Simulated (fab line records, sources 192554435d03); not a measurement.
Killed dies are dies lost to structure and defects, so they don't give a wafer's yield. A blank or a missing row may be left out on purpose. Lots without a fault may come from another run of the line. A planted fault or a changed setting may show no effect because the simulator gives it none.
fab line records | flow n5_finfet | part 1 of 2: steps 1 to 20 of 30
record lots=5 wafers=15 last_day=18
route steps=1938 shown BEOL_M7@1302
lots that met no fault: from a run of the same line without faults
start_h: hours from the record's first day to the start of the lot's first wafer shown | wait_h: hours since the lot's step before | " the same as in the row above | L1.1+2: a row that stands for several wafers | - no value, or no start given | * or withheld: withheld | < > ~ a bound
route shown NAME@n: a module of which the file shows steps, and the number in the route of the first | usual: mean/standard deviation of fault-free wafers | same: alike in all rows | chamber/n: place in a boat | sites: the reading at each site | _std_site: their standard deviation | _edge_site: outer sites' mean less inner sites' | radius_mm: how far each site lies from the wafer's centre | mask NAME#n: copy n | behind: the tool/chamber that last shaped the wafer | hold: why the lot was held/for how many hours/how that ended | device: the transistor (n, p or np) that didn't switch | end of line: the same wafers' tests at the end of the route | a step without rows: its recipe alone | killed: dies lost to structure and defects at the first sort, not the wafer's yield | map: a wafer's dies, x killed, . not, _ none there
set.NAME: the setting as run; set.NAME@STEP: as run at that earlier step | model.NAME: the simulator's own value behind a step, which no gauge read
lots at some steps of the route; a table a step, a row a wafer
services: from which hour (start_h, from the record's first day; less than 0 if before it) a tool's chamber was out of use, for how many hours, and why
## steps
# step N5_BEOL_M7_ETCH_66
# recipe chemistry=N2/H2 target=SOC target_depth_a=800 overetch_a=160 mask_material=SiARC temp_c=40 time_s=120 ion_energy_ev=200 pressure_mtorr=30 source_w=840 bias_w=150 n2_flow_sccm=200 h2_flow_sccm=200
# usual drypump_motor_current_A=5.8/0.35 oes_product_au=0.62/0.067 rf_vpp_V=525.0/2.5 showerhead_plenum_p_Torr=2.59/0.088 throttle_valve_pct=17.84/0.23
# columns lot.wafer tool chamber start_h wait_h drypump_motor_current_A oes_product_au rf_hours_counter_h rf_vpp_V showerhead_plenum_p_Torr throttle_valve_pct
L080.2 rie_diel-02 0 244.90 0.0 6.6 0.54 243 520.9 2.39 18.01
L080.4 " 1 " " 5.9 0.56 168 523.4 2.53 18.17
L080.5 " 1 " " 5.9 0.57 - 523.1 2.53 18.19
L081.1 rie_diel-04 1 244.98 0.0 5.8 0.51 266 522.2 2.51 18.17
L081.4 " 1 " " 5.8 0.51 - 522.2 2.51 18.16
L081.6 " 2 " " 5.4 0.58 - 527.8 2.67 17.92
L084.3 rie_diel-04 3 264.05 0.0 5.4 0.62 89 523.4 2.58 17.67
L084.4 " 3 " " 5.4 0.62 - 523.6 2.58 17.68
L084.5 " 0 " " 6.3 0.74 - 528.8 2.72 17.77
L092.1 rie_diel-02 0 315.45 0.0 6.5 0.72 11 529.6 2.70 17.60
L092.2 " 1 " " 5.9 0.55 190 523.5 2.52 18.21
L092.5 " 3 " " 5.9 0.64 - 525.1 2.58 17.79
L096.1 rie_diel-04 3 354.32 0.0 5.4 0.60 115 523.8 2.57 17.72
L096.5 " 2 " " 5.4 0.56 - 526.1 2.66 17.97
L096.6 " 3 " " 5.4 0.60 - 523.9 2.57 17.73
# step N5_BEOL_M7_STRIP_69
# recipe chemistry=N2/H2 temp_c=40 n2_flow_sccm=200 h2_flow_sccm=200 rf_frequency_hz=6e+07
# columns lot.wafer tool chamber start_h wait_h
L080.2+4+5 rie_diel-02 0,1,1 244.98 0.0
L081.1+4+6 rie_diel-04 1,1,2 245.06 0.0
L084.3+4+5 rie_diel-04 3,3,0 264.13 0.0
L092.1+2+5 rie_diel-02 0,1,3 315.53 0.0
L096.1+5+6 rie_diel-04 3,2,3 354.41 0.0
# step N5_BEOL_M7_STRIP_73
# recipe chemistry=N2/H2 temp_c=40 n2_flow_sccm=200 h2_flow_sccm=200 rf_frequency_hz=6e+07
# columns lot.wafer tool chamber start_h wait_h
L080.2+4+5 rie_diel-02 0,1,1 244.99 0.0
L081.1+4+6 rie_diel-04 1,1,2 245.07 0.0
L084.3+4+5 rie_diel-04 3,3,0 264.14 0.0
L092.1+2+5 rie_diel-02 0,1,3 315.54 0.0
L096.1+5+6 rie_diel-04 3,2,3 354.42 0.0
# step N5_BEOL_M7_VIA_ETCH_34
# recipe chemistry=C4F6/O2 target=SiCOH_lowk target_depth_a=1255 mask_material=SOC taper_deg=4 time_s=50.5 ion_energy_ev=250 pressure_mtorr=30 source_w=345 bias_w=185 Ar_flow_sccm=300 C4F6_flow_sccm=10 O2_flow_sccm=10
# usual drypump_motor_current_A=5.8/0.36 oes_product_au=0.81/0.093 rf_vpp_V=670/14 showerhead_plenum_p_Torr=2.90/0.09 throttle_valve_pct=20.92/0.22
# columns lot.wafer tool chamber start_h wait_h drypump_motor_current_A oes_product_au rf_hours_counter_h rf_vpp_V showerhead_plenum_p_Torr throttle_valve_pct
L080.2 rie_diel-02 0 245.00 0.0 6.5 0.69 243 668 2.70 21.05
L080.4 " 1 " " 5.9 0.72 168 674 2.84 21.17
L080.5 " 1 " " 5.9 0.73 - 674 2.84 21.18
L081.1 rie_diel-04 1 245.08 0.0 5.8 0.66 266 649 2.82 21.23
L081.4 " 1 " " 5.8 0.66 - 650 2.82 21.24
L081.6 " 2 " " 5.4 0.77 - 690 2.99 21.08
L084.3 rie_diel-04 3 264.15 0.0 5.4 0.82 89 663 2.90 20.73
L084.4 " 3 " " 5.4 0.82 - 662 2.90 20.73
L084.5 " 0 " " 6.3 0.98 - 690 3.02 20.81
L092.1 rie_diel-02 0 315.55 0.0 6.5 0.96 11 679 3.03 20.73
L092.2 " 1 " " 5.9 0.70 190 673 2.83 21.19
L092.5 " 3 " " 5.9 0.82 - 642 2.90 20.95
L096.1 rie_diel-04 3 354.43 0.0 5.4 0.79 115 663 2.89 20.76
L096.5 " 2 " " 5.4 0.75 - 690 2.97 21.12
L096.6 " 3 " " 5.4 0.79 - 663 2.89 20.75
# step N5_BEOL_M7_STRIP_76
# recipe chemistry=C4F6/O2 resist=SiARC rf_frequency_hz=6e+07
# columns lot.wafer tool chamber start_h wait_h
L080.2+4+5 rie_diel-02 0,1,1 245.04 0.0
L081.1+4+6 rie_diel-04 1,1,2 245.12 0.0
L084.3+4+5 rie_diel-04 3,3,0 264.19 0.0
L092.1+2+5 rie_diel-02 0,1,3 315.59 0.0
L096.1+5+6 rie_diel-04 3,2,3 354.47 0.0
# step N5_BEOL_M7_STRIP_36
# recipe chemistry=N2/H2 power_w=450 temp_c=40 pressure_mtorr=20 rf_frequency_hz=6e+07 overash_fraction=0.3 bias_power_w=7 h2_frac=0.5 n2_flow_sccm=200 h2_flow_sccm=200
# usual bias_power_w=6.997/0.019 drypump_motor_current_A=5.8/0.36 oes_product_au=0.81/0.093 rf_vpp_V=59.4/1.5 showerhead_plenum_p_Torr=2.58/0.088 throttle_valve_pct=23.75/0.27
# columns lot.wafer tool chamber start_h wait_h bias_power_w drypump_motor_current_A oes_product_au rf_hours_counter_h rf_vpp_V showerhead_plenum_p_Torr throttle_valve_pct
L080.2 rie_diel-02 0 245.05 0.0 6.990 6.5 0.69 243 60.2 2.39 23.83
L080.4 " 1 " " 6.995 5.9 0.72 168 57.9 2.53 24.18
L080.5 " 1 " " 6.968 5.9 0.73 - 58.7 2.53 24.22
L081.1 rie_diel-04 1 245.13 0.0 6.995 5.8 0.65 266 56.3 2.50 24.08
L081.4 " 1 " " 6.992 5.8 0.66 - 59.6 2.50 24.06
L081.6 " 2 " " 7.010 5.4 0.77 - 59.6 2.67 23.69
L084.3 rie_diel-04 3 264.20 0.0 6.977 5.4 0.82 89 59.7 2.58 23.71
L084.4 " 3 " " 7.006 5.4 0.81 - 58.7 2.58 23.71
L084.5 " 0 " " 7.034 6.3 0.99 - 63.1 2.72 23.76
L092.1 rie_diel-02 0 315.60 0.0 6.994 6.5 0.96 11 60.1 2.70 23.55
L092.2 " 1 " " 6.992 5.9 0.71 190 60.4 2.52 24.22
L092.5 " 3 " " 7.008 5.9 0.84 - 59.2 2.57 23.61
L096.1 rie_diel-04 3 354.48 0.0 6.995 5.4 0.77 115 57.0 2.57 23.73
L096.5 " 2 " " 6.955 5.4 0.74 - 61.4 2.65 23.80
L096.6 " 3 " " 7.002 5.4 0.78 - 61.3 2.57 23.73
# step N5_BEOL_M7_TRENCH_ETCH_37
# recipe chemistry=C4F6/O2 target_depth_a=934.78 target=SiCOH_lowk time_s=31.2 ion_energy_ev=250 pressure_mtorr=30 source_w=345 bias_w=185 Ar_flow_sccm=300 C4F6_flow_sccm=10 O2_flow_sccm=10
# usual drypump_motor_current_A=5.8/0.36 oes_product_au=0.81/0.093 rf_vpp_V=670/14 showerhead_plenum_p_Torr=2.90/0.09 throttle_valve_pct=20.95/0.22
# columns lot.wafer tool chamber start_h wait_h drypump_motor_current_A oes_product_au rf_hours_counter_h rf_vpp_V showerhead_plenum_p_Torr throttle_valve_pct
L080.2 rie_diel-02 0 - - 6.5 0.68 243 670 2.70 21.08
L080.4 " 1 " " 5.9 0.73 168 674 2.84 21.18
L080.5 " 1 " " 5.9 0.73 - 674 2.84 21.21
L081.1 rie_diel-04 1 - - 5.8 0.65 266 651 2.82 21.27
L081.4 " 1 " " 5.8 0.66 - 651 2.82 21.26
L081.6 " 2 " " 5.4 0.77 - 689 2.99 21.10
L084.3 rie_diel-04 3 - - 5.4 0.82 89 664 2.90 20.77
L084.4 " 3 " " 5.4 0.83 - 665 2.90 20.78
L084.5 " 0 " " 6.3 0.98 - 690 3.02 20.83
L092.1 rie_diel-02 0 - - 6.6 0.97 11 680 3.03 20.77
L092.2 " 1 " " 5.9 0.71 190 673 2.83 21.23
L092.5 " 3 " " 5.9 0.82 - 642 2.90 20.99
L096.1 rie_diel-04 3 - - 5.4 0.78 115 666 2.88 20.79
L096.5 " 2 " " 5.4 0.74 - 690 2.97 21.16
L096.6 " 3 " " 5.4 0.79 - 663 2.89 20.80
# step N5_BEOL_M7_ETCH_41
# recipe chemistry=CH3F/O2 target=SiCN target_depth_a=319 taper_deg=2 time_s=57.8 ion_energy_ev=120 mask_material=TiN pressure_mtorr=30 source_w=395 bias_w=75 Ar_flow_sccm=150 CH3F_flow_sccm=30 O2_flow_sccm=20
# usual drypump_motor_current_A=5.8/0.36 oes_product_au=0.81/0.092 rf_vpp_V=297.9/1.6 showerhead_plenum_p_Torr=2.04/0.068 throttle_valve_pct=16.31/0.22
# columns lot.wafer tool chamber start_h wait_h drypump_motor_current_A oes_product_au rf_hours_counter_h rf_vpp_V showerhead_plenum_p_Torr throttle_valve_pct
L080.2 rie_diel-02 0 - - 6.5 0.68 243 294.5 1.89 16.48
L080.4 " 1 " " 5.9 0.73 168 296.9 1.99 16.56
L080.5 " 1 " " 5.9 0.72 - 297.2 1.99 16.56
L081.1 rie_diel-04 1 - - 5.8 0.66 266 295.6 1.97 16.66
L081.4 " 1 " " 5.8 0.66 - 296.5 1.97 16.67
L081.6 " 2 " " 5.4 0.77 - 299.3 2.10 16.47
L084.3 rie_diel-04 3 - - 5.4 0.83 89 298.1 2.03 16.08
L084.4 " 3 " " 5.5 0.83 - 298.4 2.03 16.10
L084.5 " 0 " " 6.4 1.00 - 299.3 2.13 16.20
L092.1 rie_diel-02 0 - - 6.5 0.96 11 301.4 2.13 16.07
L092.2 " 1 " " 5.9 0.71 190 296.2 1.99 16.60
L092.5 " 3 " " 5.9 0.82 - 299.1 2.04 16.33
L096.1 rie_diel-04 3 - - 5.4 0.79 115 297.6 2.03 16.13
L096.5 " 2 " " 5.4 0.73 - 298.1 2.09 16.51
L096.6 " 3 " " 5.4 0.79 - 297.2 2.03 16.14
# step N5_BEOL_M7_STRIP_80
# recipe chemistry=N2/H2 time_s=10 power_w=450 temp_c=40 pressure_mtorr=20 rf_frequency_hz=6e+07 bias_power_w=7 n2_flow_sccm=200 h2_flow_sccm=200
# usual bias_power_w=7.002/0.02 drypump_motor_current_A=5.8/0.35 oes_product_au=0.81/0.091 rf_vpp_V=59.2/0.9 showerhead_plenum_p_Torr=2.58/0.088 throttle_valve_pct=23.75/0.27
# columns lot.wafer tool chamber start_h wait_h bias_power_w drypump_motor_current_A oes_product_au rf_hours_counter_h rf_vpp_V showerhead_plenum_p_Torr throttle_valve_pct
L080.2 rie_diel-02 0 - - 7.008 6.5 0.69 243 57.3 2.38 23.85
L080.4 " 1 " " 7.036 5.9 0.73 168 59.5 2.53 24.17
L080.5 " 1 " " 7.020 5.9 0.72 - 59.4 2.53 24.17
L081.1 rie_diel-04 1 - - 6.993 5.7 0.66 266 60.2 2.50 24.08
L081.4 " 1 " " 7.021 5.8 0.65 - 57.7 2.50 24.08
L081.6 " 2 " " 7.021 5.4 0.77 - 58.5 2.67 23.71
L084.3 rie_diel-04 3 - - 6.981 5.5 0.81 89 59.5 2.58 23.71
L084.4 " 3 " " 7.009 5.5 0.82 - 57.7 2.58 23.70
L084.5 " 0 " " 6.976 6.4 0.98 - 58.3 2.72 23.76
L092.1 rie_diel-02 0 - - 7.004 6.5 0.96 11 60.0 2.69 23.54
L092.2 " 1 " " 7.015 5.9 0.71 191 60.9 2.52 24.22
L092.5 " 3 " " 7.023 5.9 0.83 - 58.8 2.57 23.62
L096.1 rie_diel-04 3 - - 6.985 5.4 0.78 115 59.9 2.57 23.73
L096.5 " 2 " " 7.026 5.4 0.74 - 60.7 2.65 23.75
L096.6 " 3 " " 6.966 5.4 0.79 - 57.7 2.57 23.74
# step N5_BEOL_M7_OCD_MEAS_38
# usual trench_depth_nm=93.4/2.3
# columns lot.wafer tool chamber start_h wait_h trench_depth_nm
L080.2 ocd-02 - 245.25 - 90.4
L080.4 " - " " 92.1
L080.5 " - " " 91.4
L081.1 ocd-02 - 245.33 - 91.4
L081.4 " - " " 91.2
L081.6 " - " " 94.0
L084.3 ocd-02 - 264.41 - 96.2
L084.4 " - " " 96.7
L084.5 " - " " 96.4
L092.1 ocd-01 - 315.80 - 97.2
L092.2 " - " " 90.2
L092.5 " - " " 91.2
L096.1 ocd-02 - 354.68 - 96.0
L096.5 " - " " 93.4
L096.6 " - " " 96.5
# step N5_BEOL_M7_HM_STRIP_39
# recipe chemistry=peroxide_tin_strip material=TiN target_depth_a=250 temp_c=50 time_s=158
# usual bath_guard_temp_C=50.0/0.57
# columns lot.wafer tool chamber start_h wait_h bath_guard_temp_C
L080.2 wet_bench-03 2 245.28 0.0 50.2
L080.4 " 0 " " 49.7
L080.5 " 3 " " 50.3
L081.1 wet_bench-04 3 245.36 0.0 50.4
L081.4 " 7 " " 50.7
L081.6 " 0 " " 49.0
L084.3 wet_bench-03 0 264.44 0.0 49.4
L084.4 " 1 " " 50.7
L084.5 " 2 " " 50.0
L092.1 wet_bench-04 4 315.83 0.0 49.8
L092.2 " 6 " " 50.4
L092.5 " 7 " " 50.8
L096.1 wet_bench-03 4 354.72 0.0 49.6
L096.5 " 1 " " 50.4
L096.6 " 2 " " 50.0
# step N5_BEOL_M7_SRD_40
# recipe time_s=30 temp_c=23 rinse_liquid=diw dry=ipa_marangoni
# columns lot.wafer tool chamber start_h wait_h
L080.2+4+5 wet_bench-03 2,0,3 245.33 0.0
L081.1+4+6 wet_bench-04 3,7,0 245.40 0.0
L084.3+4+5 wet_bench-03 0,1,2 264.48 0.0
L092.1+2+5 wet_bench-04 4,6,7 315.88 0.0
L096.1+5+6 wet_bench-03 4,1,2 354.76 0.0
# step N5_BEOL_M7_PRECLEAN_42
# recipe chemistry=residue_remover time_s=60 temp_c=40
# usual bath_guard_temp_C=40.0/0.57
# columns lot.wafer tool chamber start_h wait_h bath_guard_temp_C
L080.2 wet_bench-03 2 245.35 0.0 40.2
L080.4 " 0 " " 39.9
L080.5 " 3 " " 40.6
L081.1 wet_bench-04 3 245.42 0.0 40.3
L081.4 " 7 " " 40.8
L081.6 " 0 " " 39.2
L084.3 wet_bench-03 0 264.50 0.0 39.8
L084.4 " 1 " " 40.2
L084.5 " 2 " " 40.2
L092.1 wet_bench-04 4 315.90 0.0 40.3
L092.2 " 6 " " 40.4
L092.5 " 7 " " 40.8
L096.1 wet_bench-03 4 354.78 0.0 39.9
L096.5 " 1 " " 40.7
L096.6 " 2 " " 39.9
# step N5_BEOL_M7_SRD_43
# recipe time_s=30 temp_c=23 rinse_liquid=diw dry=ipa_marangoni
# columns lot.wafer tool chamber start_h wait_h
L080.2+4+5 wet_bench-03 2,0,3 245.36 0.0
L081.1+4+6 wet_bench-04 3,7,0 245.44 0.0
L084.3+4+5 wet_bench-03 0,1,2 264.52 0.0
L092.1+2+5 wet_bench-04 4,6,7 315.91 0.0
L096.1+5+6 wet_bench-03 4,1,2 354.80 0.0
# step N5_BEOL_M7_CD_MEAS_35
# recipe target_cd_nm=40 polarity=opening
# usual cd_nm=39.9/0.55
# columns lot.wafer tool chamber start_h wait_h cd_nm
L080.2 cd_sem-01 - 245.40 0.0 40.1
L080.4 " - " " 40.3
L080.5 " - " " 39.7
L081.1 cd_sem-02 - 245.48 0.0 39.6
L081.4 " - " " 39.2
L081.6 " - " " 39.5
L084.3 cd_sem-03 - 264.56 0.0 40.8
L084.4 " - " " 40.3
L084.5 " - " " 40.7
L092.1 cd_sem-03 - 315.95 0.0 39.8
L092.2 " - " " 39.8
L092.5 " - " " 40.0
L096.1 cd_sem-01 - 354.84 0.0 40.5
L096.5 " - " " 40.4
L096.6 " - " " 40.3
# step N5_BEOL_M7_CURE_75
# recipe temp_c=370 time_s=120 ambient=DMADMS/He material=SiCOH_lowk
# usual lamp_power_pct=52.31/0.053 wafer_temp_C_max=371.6/0.52
# columns lot.wafer tool chamber start_h wait_h lamp_power_pct wafer_temp_C_max
L080.2 uv_cure-01 2 245.50 0.1 52.35 371.3
L080.4 " 2 " " 52.39 371.0
L080.5 " 2 " " 52.32 370.7
L081.1 uv_cure-03 2 245.73 0.2 52.36 371.3
L081.4 " 2 " " 52.28 371.1
L081.6 " 2 " " 52.32 372.0
L084.3 uv_cure-02 0 264.70 0.1 52.28 371.4
L084.4 " 0 " " 52.34 371.3
L084.5 " 0 " " 52.27 371.5
L092.1 uv_cure-03 0 316.00 0.0 52.24 371.4
L092.2 " 0 " " 52.35 371.4
L092.5 " 0 " " 52.32 371.0
L096.1 uv_cure-01 0 354.88 0.0 52.31 371.6
L096.5 " 0 " " 52.31 371.8
L096.6 " 0 " " 52.29 371.4
# step N5_BEOL_M7_DEGAS_44
# recipe ambient=vacuum temp_c=250 time_s=60
# usual heater_power_w=318/30 susceptor_temp_C=250.00/0.17
# columns lot.wafer tool chamber start_h wait_h heater_power_w susceptor_temp_C
L080.2 pvd_sputter-03 - 245.83 0.3 319 249.75
L080.4 " - " " 272 250.22
L080.5 " - " " 278 250.12
L081.1 pvd_sputter-02 - 246.05 0.3 376 249.94
L081.4 " - " " 293 250.13
L081.6 " - " " 375 250.25
L084.3 pvd_sputter-03 - 266.25 1.5 292 250.05
L084.4 " - " " 284 250.03
L084.5 " - " " 292 250.31
L092.1 pvd_sputter-03 - 316.76 0.7 291 249.85
L092.2 " - " " 281 249.94
L092.5 " - " " 324 250.34
L096.1 pvd_sputter-01 - 355.20 0.3 333 250.22
L096.5 " - " " 327 250.09
L096.6 " - " " 308 250.09
# step N5_BEOL_M7_PRE_CLEAN_45
# recipe gas=H2/He time_s=30 temp_c=250
# usual heater_power_w=318/29 susceptor_temp_C=249.99/0.17
# columns lot.wafer tool chamber start_h wait_h heater_power_w susceptor_temp_C
L080.2 pvd_sputter-03 - 245.87 0.0 329 250.00
L080.4 " - " " 276 249.77
L080.5 " - " " 284 249.97
L081.1 pvd_sputter-02 - 246.09 0.0 387 249.93
L081.4 " - " " 292 250.06
L081.6 " - " " 369 250.06
L084.3 pvd_sputter-03 - 266.29 0.0 293 250.00
L084.4 " - " " 278 249.98
L084.5 " - " " 294 250.06
L092.1 pvd_sputter-03 - 316.80 0.0 301 250.20
L092.2 " - " " 284 249.99
L092.5 " - " " 318 249.97
L096.1 pvd_sputter-01 - 355.24 0.0 335 250.27
L096.5 " - " " 315 249.92
L096.6 " - " " 309 250.02
# step N5_BEOL_M7_ALD_77
# recipe material=TaN target_thk_a=20 temp_c=275 ald_precursor_family=PDMAT ald_co_reactant=NH3 pressure_torr=3 carrier_flow_sccm=1500 pulse_time_s=2 purge_time_s=3 co_reactant_purge_time_s=2 co_reactant_pulse_time_s=3 ald_cycles=40 precursor_vessel_temp_c=75 precursor_vessel_pressure_torr=26.25 precursor_vessel_carrier_sccm=1000
# usual heater_power_w=410/29 susceptor_temp_C=275.00/0.18
# columns lot.wafer tool chamber start_h wait_h heater_power_w susceptor_temp_C
L080.2 ald_metal-03 3 245.93 0.0 402 275.08
L080.4 " 1 " " 373 275.21
L080.5 " 0 " " 405 274.94
L081.1 ald_metal-02 3 246.15 0.0 406 275.20
L081.4 " 0 " " 451 275.17
L081.6 " 2 " " 443 274.98
L084.3 ald_metal-03 0 266.37 0.1 406 274.82
L084.4 " 2 " " 383 275.03
L084.5 " 0 " " 397 274.86
L092.1 ald_metal-02 0 316.88 0.1 438 274.65
L092.2 " 3 " " 409 274.82
L092.5 " 1 " " 406 274.90
L096.1 ald_metal-01 0 355.37 0.1 358 275.38
L096.5 " 0 " " 345 275.15
L096.6 " 3 " " 454 275.12
# step N5_BEOL_M7_SURFACE_TREAT_79
# recipe gas=Ar time_s=* ion_energy_ev=* ion_current_ma_cm2=0.5 pressure_mtorr=* ar_flow_sccm=30
# usual throttle_valve_pct=*
# columns lot.wafer tool chamber start_h wait_h throttle_valve_pct
L080.2 pvd_sputter-03 - 246.21 0.2 *
L080.4 " - " " *
L080.5 " - " " *
L081.1 pvd_sputter-03 - 246.45 0.2 *
L081.4 " - " " *
L081.6 " - " " *
L084.3 pvd_sputter-01 - 266.69 0.2 *
L084.4 " - " " *
L084.5 " - " " *
L092.1 pvd_sputter-03 - 317.28 0.3 *
L092.2 " - " " *
L092.5 " - " " *
L096.1 pvd_sputter-02 - 355.77 0.3 *
L096.5 " - " " *
L096.6 " - " " *
